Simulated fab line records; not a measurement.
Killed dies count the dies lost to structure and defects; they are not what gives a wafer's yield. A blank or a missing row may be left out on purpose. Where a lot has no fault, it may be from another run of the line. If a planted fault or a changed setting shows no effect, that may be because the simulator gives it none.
Matching of chambers | flow n5_finfet | N5_BEOL_M2_ETCH_70 on rie_diel-01: 4 sister chambers
The step etches SOC in N2/H2, target depth 80 nm, overetch 24 nm, time 130 s. 22 wafers are shown with their chamber, then 11 later ones without.

== WAFERS, EACH WITH ITS CHAMBER ==
wafer  | chamber | showerhead_plenum_p_Torr (Torr) | drypump_motor_current_A (A) | throttle_valve_pct (%)
L076.2 | 1       | 2.49                            | 6.0                         | 18.13
L076.5 | 3       | 2.53                            | 6.5                         | 17.57
L076.6 | 0       | 2.71                            | 6.2                         | 17.99
L074.3 | 3       | 2.53                            | 6.4                         | 17.58
L074.4 | 0       | 2.71                            | 6.2                         | 17.97
L074.5 | 1       | 2.49                            | 5.9                         | 18.11
L075.1 | 2       | 2.54                            | 5.6                         | 17.70
L075.4 | 1       | 2.49                            | 6.0                         | 18.14
L075.5 | 3       | 2.53                            | 6.4                         | 17.59
L080.2 | 0       | 2.71                            | 6.2                         | 18.01
L080.4 | 0       | 2.71                            | 6.2                         | 18.03
L080.5 | 3       | 2.52                            | 6.5                         | 17.60
L082.1 | 0       | 2.71                            | 6.2                         | 18.02
L082.2 | 3       | 2.52                            | 6.4                         | 17.60
L082.3 | 2       | 2.53                            | 5.6                         | 17.74
L082.4 | 3       | 2.52                            | 6.4                         | 17.61
L082.5 | 0       | 2.71                            | 6.2                         | 18.03
L082.6 | 2       | 2.53                            | 5.5                         | 17.73
L085.2 | 3       | 2.52                            | 6.5                         | 17.61
L085.3 | 2       | 2.53                            | 5.5                         | 17.72
L085.6 | 0       | 2.70                            | 6.2                         | 18.03
L088.1 | 1       | 2.48                            | 6.0                         | 17.74

SIGNATURES, as means of the wafers listed above
reading                  | chamber 0 | chamber 1 | chamber 2 | chamber 3 | scatter within a chamber
showerhead_plenum_p_Torr | 2.7086    | 2.4875    | 2.5325    | 2.5243    | 0.00476
drypump_motor_current_A  | 6.200     | 5.975     | 5.550     | 6.443     | 0.0439
throttle_valve_pct       | 18.0114   | 18.0300   | 17.7225   | 17.5943   | 0.081
Rule: a wafer's distance from a chamber is the root of the sum, over the readings, of the square of ((its reading less the chamber's mean) divided by the reading's scatter). If the next closest chamber is less than 2 further off than the closest, the wafer can't be placed; otherwise it belongs to the closest. How the scatter is found: for the shown wafers, subtract from each reading the mean of its chamber, square and add these, divide the total by (wafers less chambers), then take the root.

== WAFERS WITH NO CHAMBER GIVEN ==
wafer  | showerhead_plenum_p_Torr (Torr) | drypump_motor_current_A (A) | throttle_valve_pct (%)
L088.5 | 2.52                            | 6.5                         | 17.64
L088.6 | 2.53                            | 5.6                         | 17.76
L091.3 | 2.51                            | 6.4                         | 17.66
L091.4 | 2.70                            | 6.2                         | 18.06
L091.6 | 2.70                            | 6.2                         | 18.05
L093.1 | 2.48                            | 5.9                         | 17.74
L093.2 | 2.52                            | 5.5                         | 17.78
L093.3 | 2.69                            | 6.2                         | 18.06
L093.4 | 2.51                            | 6.5                         | 17.64
L093.5 | 2.48                            | 5.9                         | 17.76
L093.6 | 2.52                            | 5.5                         | 17.78

== WHICH CHAMBER EACH WENT THROUGH ==
wafer  | from the rows above | in truth
L088.5 | 3                   | 3
L088.6 | 2                   | 2
L091.3 | 3                   | 3
L091.4 | 0                   | 0
L091.6 | 0                   | 0
L093.1 | 1                   | 1
L093.2 | 2                   | 2
L093.3 | 0                   | 0
L093.4 | 3                   | 3
L093.5 | 1                   | 1
L093.6 | 2                   | 2
Correct placement for 11 of the 11. Can't be placed from these rows: 0. Number placed wrongly: 0.
